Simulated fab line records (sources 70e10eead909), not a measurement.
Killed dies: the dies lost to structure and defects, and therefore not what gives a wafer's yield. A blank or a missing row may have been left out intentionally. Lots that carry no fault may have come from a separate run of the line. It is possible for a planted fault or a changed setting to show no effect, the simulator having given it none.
Shared-tool check    flow nand-harc    Sampled: 3 lots, 7 wafers

WHY IT WAS OPENED
On 2 of the 3 lots, a flag is raised at NHARC_END_SORT_01 on the reading killed-at-array. No-fault wafers: 64, standard deviation 16.
Rule: a lot gets a flag if all its wafers with a number sit over 4 standard deviations from that mean, or if no wafer of it has a number. As for the other lots, they are considered sound.

lot   measured      on         killed-at-array, wafer by wafer  flag
L440  day 29 02:22  prober-01  673 674 675                      FLAGGED
L441  day 30 03:11  prober-01  674 673 672                      FLAGGED
L444  day 31 05:57  prober-01  52                               
The mean of the flagged lots' numbers is 674, +610 from the usual (+38 standard deviations).

WHICH TOOL EACH LOT WENT THROUGH
4 process steps preceding the reading are held in the record, out of 1302 steps in the route. Every cell lists first the tool, next ch and the chambers used by the sampled wafers, and last the start.
lot   flag     NHARC_A_STAIRCASE_TRIM_14                      NHARC_A_STAIRCASE_TRIM_16                      NHARC_A_STAIRCASE_TRIM_22           NHARC_A_STAIRCASE_ETCH_23
L440  FLAGGED  rie-diel-04 ch 0,1,3, day 20 14:01 or earlier  rie-diel-04 ch 0,1,2, day 20 14:01 or earlier  rie-diel-11 ch 0,3, day 20 14:01    rie-diel-11 ch 0,1,2, day 29 02:22 or earlier
L441  FLAGGED  rie-diel-11 ch 0,1,2, day 21 03:29 or earlier  rie-diel-11 ch 0,2,3, day 21 03:29 or earlier  rie-diel-04 ch 0,2,3, day 21 03:29  rie-diel-04 ch 0,1,3, day 30 03:11 or earlier
L444           rie-diel-05 ch 1,2,3, day 22 13:35 or earlier  rie-diel-05 ch 0,2, day 22 13:35 or earlier    rie-diel-04 ch 0,2, day 22 13:35    rie-diel-04 ch 0,2,3, day 31 05:57 or earlier
These steps, and what they do:
- NHARC_A_STAIRCASE_TRIM_14: chemistry O2, time 211.2 s.
- NHARC_A_STAIRCASE_TRIM_16: chemistry O2, time 211.2 s.
- NHARC_A_STAIRCASE_TRIM_22: chemistry O2, time 211.2 s.
- NHARC_A_STAIRCASE_ETCH_23: etches the open film in C4F8/O2, target depth 100 nm, time 40.5 s.
- NHARC_END_SORT_01

FLAGGED OVER TOTAL, TOOL BY TOOL (the gauges that took the reading come last)
step                       tool         lots run  flagged  share of the flagged lots  sound lots run after its first flagged lot
NHARC_A_STAIRCASE_TRIM_14  rie-diel-04  1         1        some                       0
NHARC_A_STAIRCASE_TRIM_14  rie-diel-05  1         0        none                       -
NHARC_A_STAIRCASE_TRIM_14  rie-diel-11  1         1        some                       0
NHARC_A_STAIRCASE_TRIM_16  rie-diel-04  1         1        some                       0
NHARC_A_STAIRCASE_TRIM_16  rie-diel-05  1         0        none                       -
NHARC_A_STAIRCASE_TRIM_16  rie-diel-11  1         1        some                       0
NHARC_A_STAIRCASE_TRIM_22  rie-diel-04  2         1        some                       1 (L444)
NHARC_A_STAIRCASE_TRIM_22  rie-diel-11  1         1        some                       0
NHARC_A_STAIRCASE_ETCH_23  rie-diel-04  2         1        some                       1 (L444)
NHARC_A_STAIRCASE_ETCH_23  rie-diel-11  1         1        some                       0
NHARC_END_SORT_01          prober-01    3         2        all                        1 (L444)
Because NHARC_A_STAIRCASE_TRIM_14 lacks a start for some lots, the hours and order of its lots are taken from NHARC_A_STAIRCASE_TRIM_22. Because NHARC_A_STAIRCASE_TRIM_16 lacks a start for some lots, the hours and order of its lots are taken from NHARC_A_STAIRCASE_TRIM_22. Because NHARC_A_STAIRCASE_ETCH_23 lacks a start for some lots, the hours and order of its lots are taken from NHARC_END_SORT_01.

WHAT THE TABLE PERMITS
Rows of the table that ran each flagged lot: 1, that is prober-01 at NHARC_END_SORT_01.
- prober-01 at NHARC_END_SORT_01: 2 of its 3 lots flagged. After the first flagged lot (L444), sound lots still ran on it; a lasting fault on the whole tool would not permit that.
There is no row in the table that ran each flagged lot and no sound lot after the first.

WHAT THE SIMULATOR PUT IN
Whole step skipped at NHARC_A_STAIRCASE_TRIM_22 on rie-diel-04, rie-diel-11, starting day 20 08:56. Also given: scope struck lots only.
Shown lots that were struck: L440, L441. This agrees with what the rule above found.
